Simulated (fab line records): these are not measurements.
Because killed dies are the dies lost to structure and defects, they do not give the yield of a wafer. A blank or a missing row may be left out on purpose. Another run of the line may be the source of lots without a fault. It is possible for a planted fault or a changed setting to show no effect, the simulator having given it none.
fab line records	flow n5Finfet
record lots=6	wafers=16	lastDay=18
route steps=1938 shown SDB@356
lots with no fault: from the same line, run without faults
startH: start of the lot's first displayed wafer, in hours after the record's first day	waitH: how many hours have passed since the lot's step before this one	" the same as in the row above	L1.1+2: a row that stands for several wafers	- either no value or no given start	* or withheld: withheld	< > ~ a bound
route shown NAME@n: a module of which the file shows steps, and the number in the route of the first	usual: average and standard deviation across the fault-free wafers	same: alike in all rows	chamber/n: place in a boat	sites: per-site readings	_std_site: standard deviation across them	_edge_site: outer sites' mean less inner sites'	radiusMm: how far each site lies from the wafer's centre	mask NAME#n: copy n	behind: the tool/chamber that last shaped the wafer	hold: cause of the lot's hold/its duration in hours/its outcome	device: the transistor (n, p or np) that didn't switch	end of line: at the end of the route, the tests of the same wafers	a step given without rows: its recipe and nothing more	killed: not the wafer's yield, but the dies lost to structure and defects at the first sort	map: dies across one wafer; x = killed, . = not, _ = none there
set.NAME: the setting as run; set.NAME@STEP: as run at that earlier step	model.NAME: the simulator's own value behind a step, which no gauge read
a table for each step, a row for each wafer; lots at some steps of the route
services: from which hour (startH, from the record's first day; less than 0 if before it) a tool's chamber was out of use, for how many hours, and why
## steps
# step N5_SDB_CD_MEAS_11
# recipe targetCdNm=50	landingEnergyEv=500	detector=seInlens	polarity=opening
# usual cdNm=49.7/1.1
lot.wafer	tool	chamber	startH	waitH	cdNm
L927.1	cdSem-03	0	111.75	-	48.8
L927.3	"	0	"	"	51.1
L927.4	"	0	"	"	49.6
L935.1	cdSem-03	0	155.69	-	47.1
L935.2	"	0	"	"	50.0
L935.3	"	0	"	"	49.2
L937.1	cdSem-01	0	165.87	-	50.0
L937.2	"	0	"	"	49.4
L938.2	cdSem-01	0	176.15	-	48.2
L938.3	"	0	"	"	50.7
L941.1	cdSem-02	0	196.43	-	49.8
L941.3	"	0	"	"	50.2
L941.6	"	0	"	"	49.8
L942.1	cdSem-03	0	207.05	-	50.2
L942.2	"	0	"	"	50.6
L942.3	"	0	"	"	51.4
# step N5_SDB_OVL_MEAS_12
# recipe pointsPerWafer=44
# usual SDB_OVL=-0.2/0.77
lot.wafer	tool	chamber	startH	waitH	SDB_OVL[nm]
L927.1	overlay-01	0	111.78	0.0	-0.3
L927.3	"	0	"	"	-0.1
L927.4	"	0	"	"	-1.4
L935.1	overlay-01	0	155.72	0.0	0.3
L935.2	"	0	"	"	0.2
L935.3	"	0	"	"	-0.5
L937.1	overlay-02	0	165.90	0.0	0.2
L937.2	"	0	"	"	0.1
L938.2	overlay-02	0	176.18	0.0	-0.4
L938.3	"	0	"	"	-1.3
L941.1	overlay-02	0	196.47	0.0	-0.1
L941.3	"	0	"	"	0.1
L941.6	"	0	"	"	0.1
L942.1	overlay-01	0	207.08	0.0	-0.2
L942.2	"	0	"	"	0.0
L942.3	"	0	"	"	-0.4
# step N5_SDB_INSPECT_13
# recipe mode=adi	inspectInstrument=brightfield
# usual rawDefectCount=82/38
lot.wafer	tool	chamber	startH	waitH	rawDefectCount
L927.1	defectInspect-02	-	111.81	0.0	122
L927.3	"	-	"	"	55
L927.4	"	-	"	"	99
L935.1	defectInspect-01	-	156.02	0.3	82
L935.2	"	-	"	"	115
L935.3	"	-	"	"	130
L937.1	defectInspect-01	-	165.92	0.0	102
L937.2	"	-	"	"	77
L938.2	defectInspect-01	-	176.21	0.0	82
L938.3	"	-	"	"	150
L941.1	defectInspect-02	-	196.49	0.0	36
L941.3	"	-	"	"	54
L941.6	"	-	"	"	100
L942.1	defectInspect-02	-	207.10	0.0	115
L942.2	"	-	"	"	119
L942.3	"	-	"	"	81
# step N5_SDB_DESCUM_16
# recipe chemistry=O2	timeS=7.9	sourcePowerW=50	biasPowerW=20	pressureMtorr=20	rfFrequencyHz=2.712e+07	tempC=40	resist=CAR-ArF	o2FlowSccm=225
# usual drypumpMotorCurrentA=5.7/0.39	oesProductAu=0.83/0.094	rfVppV=243.5/1.2	showerheadPlenumPTorr=2.11/0.061	throttleValvePct=20.44/0.18
lot.wafer	tool	chamber	startH	waitH	drypumpMotorCurrentA	oesProductAu	rfHoursCounterH	rfVppV	showerheadPlenumPTorr	throttleValvePct
L927.1	rieDiel-06	2	112.47	0.7	5.2	0.89	34	244.1	2.22	20.22
L927.3	"	3	"	"	5.1	0.70	239	243.4	2.17	20.73
L927.4	"	1	"	"	6.1	0.71	193	241.8	1.98	20.35
L935.1	rieDiel-05	3	156.05	0.0	6.3	0.69	238	243.4	2.13	20.49
L935.2	"	1	"	"	5.8	0.92	29	244.7	2.03	20.44
L935.3	"	0	"	"	5.7	0.81	89	244.0	2.12	20.12
L937.1	rieDiel-05	1	166.01	0.1	5.9	0.91	32	242.8	2.03	20.44
L937.2	"	3	"	"	6.3	0.68	241	242.8	2.13	20.50
L938.2	rieDiel-01	3	176.24	0.0	5.6	0.70	222	244.2	2.16	20.71
L938.3	"	1	"	"	6.1	0.84	81	244.4	2.12	20.48
L941.1	rieDiel-05	1	196.52	0.0	5.9	0.90	42	243.3	2.03	20.47
L941.3	"	2	"	"	5.8	0.86	54	242.2	2.05	20.65
L941.6	"	1	"	"	5.9	0.89	-	242.6	2.03	20.47
L942.1	rieDiel-06	1	207.17	0.1	6.1	0.69	221	241.3	1.97	20.41
L942.2	"	0	"	"	5.3	0.74	169	243.8	2.09	20.65
L942.3	"	3	"	"	5.1	0.94	6	243.4	2.16	20.45
# step N5_SDB_ETCH_17
# recipe chemistry=CF4	target=SiARC	targetDepthA=234	maskMaterial=CAR-ArF	timeS=39	ionEnergyEv=80	pressureMtorr=40	sourceW=545	biasW=36	Ar_flow_sccm=100	cf4FlowSccm=100	ends=cleared
# step N5_SDB_ETCH_18
# recipe chemistry=N2/H2	target=SOC	targetDepthA=1000	overetchA=200	maskMaterial=SiARC	tempC=40	timeS=150	ionEnergyEv=200	pressureMtorr=30	sourceW=840	biasW=150	n2FlowSccm=200	h2FlowSccm=200
# step N5_SDB_STRIP_19
# recipe chemistry=N2/H2	tempC=40	n2FlowSccm=200	h2FlowSccm=200	rfFrequencyHz=6e+07
# step N5_SDB_STRIP_21
# recipe chemistry=CF4	resist=SiARC	powerW=300	biasPowerW=75	pressureMtorr=50	cf4FlowSccm=150	rfFrequencyHz=6e+07
# usual cf4FlowSccm=150.0/0.47	drypumpMotorCurrentA=5.7/0.4	oesProductAu=0.82/0.089	rfVppV=271.5/1.3	showerheadPlenumPTorr=1.80/0.044	throttleValvePct=13.51/0.24
lot.wafer	tool	chamber	startH	waitH	cf4FlowSccm	drypumpMotorCurrentA	oesProductAu	rfHoursCounterH	rfVppV	showerheadPlenumPTorr	throttleValvePct
L927.1	rieDiel-06	2	112.68	0.0	149.3	5.3	0.87	34	272.6	1.90	13.31
L927.3	"	3	"	"	150.5	5.1	0.70	240	271.7	1.85	13.89
L927.4	"	1	"	"	149.3	6.1	0.72	193	270.1	1.72	13.68
L935.1	rieDiel-05	3	156.26	0.0	150.3	6.3	0.68	238	271.5	1.83	13.83
L935.2	"	1	"	"	150.0	5.9	0.89	29	270.4	1.75	13.47
L935.3	"	0	"	"	149.7	5.7	0.79	90	271.7	1.80	13.19
L937.1	rieDiel-05	1	166.22	0.0	149.9	5.9	0.89	32	270.4	1.75	13.49
L937.2	"	3	"	"	150.7	6.3	0.68	241	273.0	1.83	13.81
L938.2	rieDiel-01	3	176.45	0.0	150.7	5.6	0.68	222	272.7	1.85	13.86
L938.3	"	1	"	"	150.0	6.1	0.82	81	270.9	1.82	13.54
L941.1	rieDiel-05	1	196.73	0.0	150.8	5.9	0.87	43	270.0	1.74	13.51
L941.3	"	2	"	"	149.7	5.8	0.85	54	268.2	1.76	13.64
L941.6	"	1	"	"	151.0	5.9	0.88	-	271.4	1.74	13.50
L942.1	rieDiel-06	1	207.37	0.0	149.6	6.2	0.69	221	269.1	1.71	13.73
L942.2	"	0	"	"	151.0	5.3	0.73	169	272.0	1.80	13.82
L942.3	"	3	"	"	149.9	5.1	0.93	6	273.0	1.84	13.38
# step N5_SDB_HM_OPEN_20
# recipe chemistry=CH3F/O2	target=SiNx	maskMaterial=SOC	targetDepthA=240	stopOn=poly-Si	overEtchFrac=0.4	ionEnergyEv=120	pressureMtorr=30	sourceW=395	biasW=73	Ar_flow_sccm=150	CH3F_flow_sccm=30	O2_flow_sccm=20
# usual biasW=73.01/0.22	drypumpMotorCurrentA=5.7/0.39	oes_f_703_au=0.83/0.094	oesProductAu=0.68/0.075	rfVppV=299/6.1	showerheadPlenumPTorr=2.01/0.056	throttleValvePct=16.28/0.2
lot.wafer	tool	chamber	startH	waitH	biasW	drypumpMotorCurrentA	oes_f_703_au	oesProductAu	rfHoursCounterH	rfVppV	showerheadPlenumPTorr	throttleValvePct
L927.1	rieDiel-06	2	112.70	0.0	72.94	5.3	0.87	0.72	34	302	2.11	16.02
L927.3	"	3	"	"	72.59	5.1	0.71	0.59	240	305	2.07	16.62
L927.4	"	1	"	"	73.02	6.1	0.73	0.59	193	291	1.91	16.39
L935.1	rieDiel-05	3	156.28	0.0	73.03	6.3	0.70	0.57	238	294	2.05	16.57
L935.2	"	1	"	"	73.27	5.8	0.87	0.74	29	305	1.94	16.21
L935.3	"	0	"	"	73.16	5.7	0.80	0.66	90	291	2.03	16.02
L937.1	rieDiel-05	1	166.24	0.0	73.21	5.9	0.87	0.74	32	305	1.94	16.24
L937.2	"	3	"	"	72.86	6.3	0.69	0.56	241	294	2.05	16.57
L938.2	rieDiel-01	3	176.47	0.0	73.01	5.6	0.67	0.56	222	300	2.06	16.61
L938.3	"	1	"	"	72.58	6.1	0.85	0.68	81	296	2.03	16.35
L941.1	rieDiel-05	1	196.75	0.0	73.22	5.8	0.85	0.72	43	305	1.93	16.26
L941.3	"	2	"	"	72.94	5.8	0.88	0.71	54	303	1.94	16.35
L941.6	"	1	"	"	73.01	5.9	0.86	0.74	-	306	1.93	16.26
L942.1	rieDiel-06	1	207.39	0.0	73.51	6.1	0.70	0.58	221	290	1.90	16.46
L942.2	"	0	"	"	72.87	5.3	0.75	0.61	169	295	1.99	16.50
L942.3	"	3	"	"	72.93	5.1	0.96	0.78	6	305	2.06	16.21
# step N5_SDB_STRIP_22
# recipe chemistry=N2/H2	powerW=1000	tempC=250	h2Frac=0.65	overashFraction=0.3	pressureMtorr=withheld	n2FlowSccm=1750	h2FlowSccm=3250
# usual drypumpMotorCurrentA=5.8/0.33	heaterPowerW=353/35	oesProductAu=0.715/0.0043	stripTimeToEndpointS=96.1/0.37
lot.wafer	tool	chamber	startH	waitH	drypumpMotorCurrentA	heaterPowerW	oesProductAu	rfHoursCounterH	stripTimeToEndpointS
L927.1	plasmaAsher-01	0	112.78	0.1	5.4	303	0.713	98	96.0
L927.3	"	1	"	"	6.2	387	0.717	-	96.2
L927.4	"	0	"	"	5.3	300	0.716	-	96.7
L935.1	plasmaAsher-02	0	156.36	0.1	5.5	372	0.715	50	96.5
L935.2	"	1	"	"	6.0	372	0.714	50	96.5
L935.3	"	0	"	"	5.5	368	0.718	-	96.6
L937.1	plasmaAsher-01	1	166.32	0.1	6.2	386	0.713	110	95.4
L937.2	"	0	"	"	5.4	297	0.710	110	95.9
L938.2	plasmaAsher-01	0	176.55	0.1	5.4	309	0.720	112	96.4
L938.3	"	1	"	"	6.1	391	0.711	-	96.1
L941.1	plasmaAsher-02	1	196.88	0.1	5.9	362	0.711	58	96.2
L941.3	"	1	"	"	5.9	371	0.719	-	95.9
L941.6	"	0	"	"	5.5	368	0.721	-	96.1
L942.1	plasmaAsher-02	1	207.47	0.1	6.0	371	0.717	62	97.3
L942.2	"	0	"	"	5.5	358	0.708	62	96.1
L942.3	"	1	"	"	6.0	371	0.718	-	96.3
# step N5_SDB_PRECLEAN_23
# recipe chemistry=dHF	timeS=30	tempC=25	dilution=withheld
# step N5_SDB_DUMMY_REMOVE_24
# recipe chemistry=TMAH	tempC=70	target=poly-Si	stopOn=SiO2	targetDepthNm=142	concWtPct=5	timeS=57	dry=ipaMarangoni	rinseTimeS=30	rinseTempC=23
# step N5_SDB_ETCH_25
# recipe chemistry=C4F6/O2	target=SiO2	targetDepthA=100	timeS=3.3	ionEnergyEv=250	maskMaterial=SiNx	pressureMtorr=30	sourceW=345	biasW=185	Ar_flow_sccm=300	C4F6_flow_sccm=10	O2_flow_sccm=10
# usual biasW=184.9/0.54	drypumpMotorCurrentA=5.7/0.37	oes_f_703_au=0.82/0.096	oesProductAu=0.82/0.096	rfVppV=666/13	showerheadPlenumPTorr=2.86/0.075	throttleValvePct=21.13/0.19
lot.wafer	tool	chamber	startH	waitH	biasW	drypumpMotorCurrentA	oes_f_703_au	oesProductAu	rfHoursCounterH	rfVppV	showerheadPlenumPTorr	throttleValvePct	model.etch.depthNm
L927.1	rieDiel-06	3	113.34	0.4	186.1	5.1	0.70	0.71	240	684	2.93	21.42	9.972
L927.3	"	1	"	"	184.7	6.1	0.72	0.71	193	652	2.72	21.24	9.757
L927.4	"	0	"	"	183.8	5.3	0.76	0.76	145	661	2.84	21.28	10.05
L935.1	rieDiel-05	1	156.58	0.0	184.7	5.9	0.88	0.92	29	683	2.76	21.11	10.24
L935.2	"	3	"	"	184.8	6.3	0.69	0.69	238	655	2.92	21.34	10.14
L935.3	"	2	"	"	185.9	5.8	0.92	0.89	42	676	2.76	21.21	10.27
L937.1	rieDiel-05	1	166.55	0.0	185.8	5.9	0.87	0.91	32	685	2.76	21.11	12.47
L937.2	"	2	"	"	184.8	5.8	0.90	0.89	44	676	2.76	21.21	12.54
L938.2	rieDiel-05	3	176.77	0.0	185.1	6.3	0.69	0.68	245	657	2.92	21.35	12.34
L938.3	"	1	"	"	184.9	5.9	0.86	0.91	36	682	2.76	21.13	10.34
L941.1	rieDiel-06	1	197.28	0.0	184.4	6.2	0.70	0.69	218	652	2.71	21.26	9.594
L941.3	"	2	"	"	185.0	5.3	0.85	0.86	59	678	2.98	20.89	10.17
L941.6	"	0	"	"	184.9	5.3	0.76	0.73	-	660	2.83	21.31	9.94
L942.1	rieDiel-01	0	207.69	0.0	184.3	5.4	0.88	0.85	75	648	2.86	20.94	10.11
L942.2	"	2	"	"	184.6	4.9	0.93	0.92	37	686	2.90	20.95	10.32
L942.3	"	3	"	"	185.1	5.6	0.67	0.68	233	675	2.92	21.40	9.892
# step N5_SDB_CUT_ETCH_26
# recipe chemistry=HBr/Cl2/O2	target=Si	targetDepthA=1296	btTimeS=20	maskMaterial=SiNx	timeS=51.8	ionEnergyEv=*	biasW=*	pressureMtorr=10	icpW=800	HBr_flow_sccm=150	Cl2_flow_sccm=80	O2_flow_sccm=12
# usual biasW=*	drypumpMotorCurrentA=6.0/0.36	oesProductAu=0.998/0.014	throttleValvePct=37.12/0.27
lot.wafer	tool	chamber	startH	waitH	biasW	drypumpMotorCurrentA	oesProductAu	rfHoursCounterH	throttleValvePct
L927.1	rieSi-06	1	113.43	0.1	*	6.5	0.985	9	36.84
L927.3	"	2	"	"	*	6.3	1.002	121	37.09
L927.4	"	0	"	"	*	6.0	1.028	94	36.90
L935.1	rieSi-05	3	156.66	0.1	*	5.5	0.998	151	37.45
L935.2	"	1	"	"	*	5.5	0.985	10	37.03
L935.3	"	2	"	"	*	6.5	1.001	190	37.58
L937.1	rieSi-06	0	166.63	0.1	*	6.0	1.025	95	36.88
L937.2	"	1	"	"	*	6.5	0.992	10	36.86
L938.2	rieSi-05	2	176.86	0.1	*	6.5	0.996	191	37.56
L938.3	"	0	"	"	*	5.8	1.019	165	36.89
L941.1	rieSi-06	0	197.37	0.1	*	6.0	1.015	96	36.89
L941.3	"	1	"	"	*	6.4	0.991	10	36.84
L941.6	"	0	"	"	*	6.0	1.025	-	36.88
L942.1	rieSi-03	1	207.78	0.1	*	6.2	1.010	27	37.33
L942.2	"	0	"	"	*	6.1	0.986	101	37.63
L942.3	"	3	"	"	*	5.7	0.983	102	37.42
## services
tool	chamber	startH	hours	kind
rieDiel-05	1	89.71	3.3	repair
rieDiel-06	3	100.54	10.5	repair
rieDiel-06	-	125.58	28.1	pm
rieDiel-01	2	128.72	2.3	repair
rieSi-03	3	133.10	14.5	repair
rieDiel-06	3	166.60	-	clean
rieDiel-06	3	166.60	-	consumableReplace:focusRing
rieSi-06	1	188.39	2.6	repair
rieSi-05	2	191.18	-	clean
rieSi-05	2	191.18	19.2	scheduledDown
rieSi-05	2	191.18	19.2	ventCycle
rieDiel-05	3	194.37	-	clean
rieDiel-05	3	194.37	-	consumableReplace:focusRing
rieDiel-05	3	194.37	13.7	scheduledDown
rieDiel-05	3	194.37	13.7	ventCycle
rieSi-06	3	203.63	4.5	repair
## key
firstSign none at tools or gauges
modelEffect step=N5_SDB_ETCH_25	value=etch.depthNm	without=10.17	struck=12.45
metAt N5_SDB_ETCH_25
struckWafers L937.1,L937.2,L938.2
testerLeftOut L937,L938
onsetBetween 156.58 166.55
fault kind=processParameterDrift	tool=rieDiel-05	chamber=-	onsetH=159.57	steps=N5_SDB_ETCH_25	channel=timeS	offset=*	shape=step	endH=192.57	scope=struckWafersOnly	actsIn=*	stated=*
# testerLeftOut: of these lots the tester's yield and bins aren't shown, on N5 and GAA mostly nor the transistor test; their killed dies are dies lost to structure and defects alone, not to doping, threshold or leakage, so they don't give the yield
